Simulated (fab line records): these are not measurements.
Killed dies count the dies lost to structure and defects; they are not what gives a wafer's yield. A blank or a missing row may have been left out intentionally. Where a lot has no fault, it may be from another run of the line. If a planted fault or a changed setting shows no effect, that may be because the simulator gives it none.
Split-lot trial :: flow n5Finfet :: 39 wafers read across 7 lots, on a route 1938 steps long

== THE SPLIT ==
At N5_SD_EPI_P_EPI_21 (deposits SiGe:B, time 355 s), the setting dopantConcCm3 was moved away from the recipe's 3e+20 on 12 of the 39 wafers read, by +7.4% to +15.0%. For the rest of the wafers, this setting stayed at what the recipe calls for.

== FROM THE SPLIT TO THE READING: what the file shows between them, 3 steps ==
- N5_SD_EPI_P_HM_STRIP_48: strips SiNx in H3PO4, material SiNx, target depth 3 nm
- N5_SD_ACTIVATION_RTA_00: time 0 s
- N5_SD_ACTIVATION_LSA_01: time 0.0008 s

== THE READING ==
RS_SD_P in ohm/sq, measured at N5_SD_ACTIVATION_RS_MEAS_03 by four-point-probe. On this fab line, fault-free wafers typically give 56.0 ohm/sq with a standard deviation of 0.81 ohm/sq.

wafer: L074.1
tool, chamber at the split: epiRpcvd-02, 0
dopantConcCm3 as run: 3e+20
against the recipe: recipe
RS_SD_P, ohm/sq: 56.6
against lot-mates on the recipe: -

wafer: L074.2
tool, chamber at the split: epiRpcvd-02, 0
dopantConcCm3 as run: 3.221e+20
against the recipe: +7.4%
RS_SD_P, ohm/sq: 52.5
against lot-mates on the recipe: -3.5

wafer: L074.3
tool, chamber at the split: epiRpcvd-02, 0
dopantConcCm3 as run: 3.221e+20
against the recipe: +7.4%
RS_SD_P, ohm/sq: 52.1
against lot-mates on the recipe: -3.9

wafer: L074.4
tool, chamber at the split: epiRpcvd-02, 0
dopantConcCm3 as run: 3e+20
against the recipe: recipe
RS_SD_P, ohm/sq: 55.5
against lot-mates on the recipe: -

wafer: L074.5
tool, chamber at the split: epiRpcvd-02, 0
dopantConcCm3 as run: 3e+20
against the recipe: recipe
RS_SD_P, ohm/sq: 55.9
against lot-mates on the recipe: -

wafer: L074.6
tool, chamber at the split: epiRpcvd-02, 0
dopantConcCm3 as run: 3.221e+20
against the recipe: +7.4%
RS_SD_P, ohm/sq: 52.8
against lot-mates on the recipe: -3.2

wafer: L075.1
tool, chamber at the split: epiRpcvd-01, 0
dopantConcCm3 as run: 3e+20
against the recipe: recipe
RS_SD_P, ohm/sq: 56.7
against lot-mates on the recipe: -

wafer: L075.2
tool, chamber at the split: epiRpcvd-01, 0
dopantConcCm3 as run: 3e+20
against the recipe: recipe
RS_SD_P, ohm/sq: 56.8
against lot-mates on the recipe: -

wafer: L075.3
tool, chamber at the split: epiRpcvd-01, 0
dopantConcCm3 as run: 3e+20
against the recipe: recipe
RS_SD_P, ohm/sq: 56.4
against lot-mates on the recipe: -

wafer: L075.4
tool, chamber at the split: epiRpcvd-01, 0
dopantConcCm3 as run: 3e+20
against the recipe: recipe
RS_SD_P, ohm/sq: 55.0
against lot-mates on the recipe: -

wafer: L075.5
tool, chamber at the split: epiRpcvd-01, 0
dopantConcCm3 as run: 3e+20
against the recipe: recipe
RS_SD_P, ohm/sq: 57.0
against lot-mates on the recipe: -

wafer: L075.6
tool, chamber at the split: epiRpcvd-01, 0
dopantConcCm3 as run: 3e+20
against the recipe: recipe
RS_SD_P, ohm/sq: 56.1
against lot-mates on the recipe: -

wafer: L083.1
tool, chamber at the split: epiRpcvd-02, 0
dopantConcCm3 as run: 3e+20
against the recipe: recipe
RS_SD_P, ohm/sq: 56.2
against lot-mates on the recipe: -

wafer: L083.2
tool, chamber at the split: epiRpcvd-02, 0
dopantConcCm3 as run: 3.283e+20
against the recipe: +9.4%
RS_SD_P, ohm/sq: 51.7
against lot-mates on the recipe: -4.1

wafer: L083.3
tool, chamber at the split: epiRpcvd-02, 0
dopantConcCm3 as run: 3.283e+20
against the recipe: +9.4%
RS_SD_P, ohm/sq: 51.1
against lot-mates on the recipe: -4.7

wafer: L083.4
tool, chamber at the split: epiRpcvd-02, 0
dopantConcCm3 as run: 3e+20
against the recipe: recipe
RS_SD_P, ohm/sq: 55.7
against lot-mates on the recipe: -

wafer: L083.5
tool, chamber at the split: epiRpcvd-02, 0
dopantConcCm3 as run: 3e+20
against the recipe: recipe
RS_SD_P, ohm/sq: 55.6
against lot-mates on the recipe: -

wafer: L083.6
tool, chamber at the split: epiRpcvd-02, 0
dopantConcCm3 as run: 3.283e+20
against the recipe: +9.4%
RS_SD_P, ohm/sq: 51.3
against lot-mates on the recipe: -4.5

wafer: L084.1
tool, chamber at the split: epiRpcvd-01, 0
dopantConcCm3 as run: 3.449e+20
against the recipe: +15.0%
RS_SD_P, ohm/sq: 48.7
against lot-mates on the recipe: -7.3

wafer: L084.2
tool, chamber at the split: epiRpcvd-01, 0
dopantConcCm3 as run: 3.449e+20
against the recipe: +15.0%
RS_SD_P, ohm/sq: 48.9
against lot-mates on the recipe: -7.1

wafer: L084.3
tool, chamber at the split: epiRpcvd-01, 0
dopantConcCm3 as run: 3e+20
against the recipe: recipe
RS_SD_P, ohm/sq: 55.9
against lot-mates on the recipe: -

wafer: L084.4
tool, chamber at the split: epiRpcvd-01, 0
dopantConcCm3 as run: 3e+20
against the recipe: recipe
RS_SD_P, ohm/sq: 55.8
against lot-mates on the recipe: -

wafer: L084.5
tool, chamber at the split: epiRpcvd-01, 0
dopantConcCm3 as run: 3.449e+20
against the recipe: +15.0%
RS_SD_P, ohm/sq: 49.2
against lot-mates on the recipe: -6.8

wafer: L084.6
tool, chamber at the split: epiRpcvd-01, 0
dopantConcCm3 as run: 3e+20
against the recipe: recipe
RS_SD_P, ohm/sq: 56.4
against lot-mates on the recipe: -

wafer: L087.1
tool, chamber at the split: epiRpcvd-02, 0
dopantConcCm3 as run: 3e+20
against the recipe: recipe
RS_SD_P, ohm/sq: 56.4
against lot-mates on the recipe: -

wafer: L087.2
tool, chamber at the split: epiRpcvd-02, 0
dopantConcCm3 as run: 3.357e+20
against the recipe: +11.9%
RS_SD_P, ohm/sq: 50.3
against lot-mates on the recipe: -5.8

wafer: L087.3
tool, chamber at the split: epiRpcvd-02, 0
dopantConcCm3 as run: 3.357e+20
against the recipe: +11.9%
RS_SD_P, ohm/sq: 51.0
against lot-mates on the recipe: -5.1

wafer: L087.4
tool, chamber at the split: epiRpcvd-02, 0
dopantConcCm3 as run: 3e+20
against the recipe: recipe
RS_SD_P, ohm/sq: 56.0
against lot-mates on the recipe: -

wafer: L087.5
tool, chamber at the split: epiRpcvd-02, 0
dopantConcCm3 as run: 3.357e+20
against the recipe: +11.9%
RS_SD_P, ohm/sq: 51.1
against lot-mates on the recipe: -5.0

wafer: L087.6
tool, chamber at the split: epiRpcvd-02, 0
dopantConcCm3 as run: 3e+20
against the recipe: recipe
RS_SD_P, ohm/sq: 55.8
against lot-mates on the recipe: -

wafer: L089.1
tool, chamber at the split: epiRpcvd-01, 0
dopantConcCm3 as run: 3e+20
against the recipe: recipe
RS_SD_P, ohm/sq: 56.0
against lot-mates on the recipe: -

wafer: L089.2
tool, chamber at the split: epiRpcvd-01, 0
dopantConcCm3 as run: 3e+20
against the recipe: recipe
RS_SD_P, ohm/sq: 55.6
against lot-mates on the recipe: -

wafer: L089.3
tool, chamber at the split: epiRpcvd-01, 0
dopantConcCm3 as run: 3e+20
against the recipe: recipe
RS_SD_P, ohm/sq: 55.8
against lot-mates on the recipe: -

wafer: L089.4
tool, chamber at the split: epiRpcvd-01, 0
dopantConcCm3 as run: 3e+20
against the recipe: recipe
RS_SD_P, ohm/sq: 56.7
against lot-mates on the recipe: -

wafer: L089.5
tool, chamber at the split: epiRpcvd-01, 0
dopantConcCm3 as run: 3e+20
against the recipe: recipe
RS_SD_P, ohm/sq: 56.2
against lot-mates on the recipe: -

wafer: L089.6
tool, chamber at the split: epiRpcvd-01, 0
dopantConcCm3 as run: 3e+20
against the recipe: recipe
RS_SD_P, ohm/sq: 55.1
against lot-mates on the recipe: -

wafer: L093.1
tool, chamber at the split: epiRpcvd-03, 0
dopantConcCm3 as run: 3e+20
against the recipe: recipe
RS_SD_P, ohm/sq: 55.5
against lot-mates on the recipe: -

wafer: L093.4
tool, chamber at the split: epiRpcvd-03, 0
dopantConcCm3 as run: 3e+20
against the recipe: recipe
RS_SD_P, ohm/sq: 54.3
against lot-mates on the recipe: -

wafer: L093.5
tool, chamber at the split: epiRpcvd-03, 0
dopantConcCm3 as run: 3e+20
against the recipe: recipe
RS_SD_P, ohm/sq: 55.4
against lot-mates on the recipe: -

THE FIT
A straight line over all 39 wafers: RS_SD_P changes by -0.461 ohm/sq for each +1% of dopantConcCm3; r = -0.98; the points scatter about the line by 0.55 ohm/sq.
The same after taking each lot's own level away (the mean of its wafers on the recipe; 39 wafers): -0.466 ohm/sq for each +1%; r = -0.98; scatter 0.45 ohm/sq.
The reading moves by 7 ohm/sq for the largest change in dopantConcCm3, on that fit.
Across the lots, their own levels run from 55.07 to 56.33 ohm/sq, a range of 1.6 times the standard deviation given above.
The two slopes agree, so the slope changes little with the lot-to-lot level.
Check: with one of the wafers moved furthest among these (+15.0%) left out of the fit, the line predicts -6.91 ohm/sq for it against its lot-mates. It came out at -7.33 ohm/sq against them.

== THESE WAFERS: OTHER SPLITS ==
Other splits were also applied to these wafers ahead of the reading. Each is held against what the fit with the lots' levels taken away leaves over:
other split on the same wafers: N5_FIN_SAQP_ETCH_52 sourceW
wafers away from the commonest value: 15
r with RS_SD_P (lot level and that fit taken away): +0.12

other split on the same wafers: N5_FIN_SAQP_MANDREL_ETCH_22 targetDepthA
wafers away from the commonest value: 12
r with RS_SD_P (lot level and that fit taken away): +0.24

other split on the same wafers: N5_DUMMY_GATE_ETCH_31 targetDepthA
wafers away from the commonest value: 12
r with RS_SD_P (lot level and that fit taken away): -0.06

== FILE'S OWN FIT ==
RS_SD_P changes by -0.464 ohm/sq for each +1% of dopantConcCm3, r = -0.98.
